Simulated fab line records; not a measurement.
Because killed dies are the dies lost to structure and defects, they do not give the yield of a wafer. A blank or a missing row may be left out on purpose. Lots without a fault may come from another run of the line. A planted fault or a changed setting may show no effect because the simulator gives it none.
What tool caused it? | flow n5Finfet | Sampling: 12 lots, 36 wafers, 3 of 1938 route steps

== WHAT EACH GAUGE READ, for each wafer ==
N5_BEOL_M3_RS_MEAS_58: a four-point-probe measurement.
lot  | measured     | on           | M3_RS (ohm/sq)
L074 | day 8 11:06  | filmMetro-01 | 0.65 0.66 0.64
L077 | day 8 19:29  | filmMetro-02 | 0.60 0.65 0.60
L078 | day 8 23:02  | filmMetro-01 | 0.66 0.66 0.64
L081 | day 9 09:23  | filmMetro-01 | 0.73 0.67 0.64
L083 | day 9 22:07  | filmMetro-01 | 0.58 0.60 0.58
L084 | day 10 23:56 | filmMetro-01 | 0.70 0.65 0.72
L087 | day 11 05:34 | filmMetro-01 | 0.68 0.73 0.72
L089 | day 11 07:58 | filmMetro-01 | 0.68 0.66 0.68
L090 | day 11 15:42 | filmMetro-02 | 0.71 0.70 0.64
L092 | day 12 03:34 | filmMetro-01 | 0.61 0.62 0.60
L095 | day 13 10:55 | filmMetro-01 | 0.67 0.61 0.63
L096 | day 13 20:58 | filmMetro-02 | 0.71 0.66 0.63

== WHAT TOOL EACH LOT RAN ON (gives the tool, then ch and the chambers of the sampled wafers, and finally the start) ==
lot  | N5_BEOL_M3_DEGAS_44         | N5_BEOL_M3_ANNEAL_89
L074 | pvdSputter-02, day 8 07:30  | pvdSputter-01, day 8 09:15
L077 | pvdSputter-02, day 8 16:01  | pvdSputter-01, day 8 17:38
L078 | pvdSputter-01, day 8 19:08  | pvdSputter-03, day 8 21:01
L081 | pvdSputter-01, day 9 04:05  | pvdSputter-01, day 9 07:32
L083 | pvdSputter-01, day 9 18:07  | pvdSputter-03, day 9 20:03
L084 | pvdSputter-02, day 10 20:20 | pvdSputter-02, day 10 22:05
L087 | pvdSputter-02, day 11 01:40 | pvdSputter-03, day 11 03:40
L089 | pvdSputter-02, day 11 04:20 | pvdSputter-03, day 11 05:50
L090 | pvdSputter-01, day 11 10:35 | pvdSputter-01, day 11 13:51
L092 | pvdSputter-02, day 11 23:55 | pvdSputter-03, day 12 01:43
L095 | pvdSputter-02, day 13 06:27 | pvdSputter-03, day 13 09:02
L096 | pvdSputter-01, day 13 17:31 | pvdSputter-02, day 13 19:07
- N5_BEOL_M3_DEGAS_44: time 60 s.
- N5_BEOL_M3_ANNEAL_89: time 240 s.

== THE ANSWER, worked out from the rows above alone ==
Rule: usual is defined by the lots themselves. Put in order of their means at a reading, lots are off if they are a third of the lots or fewer, leave a main group of 4 or more, and stand apart from it by a gap of 3 or more times the standard deviation of the main group's means; of several such gaps the widest counts. If all means in a main group match to the digits the tables above print for the reading, that group is not used. Also off: a lot with no number at a reading for which 4 or more lots have one. Any other lot the step has rows for is counted as sound.
None of the lots is off at any reading shown; this tells nothing.

== WHAT HAD BEEN PUT IN BY THE SIMULATOR ==
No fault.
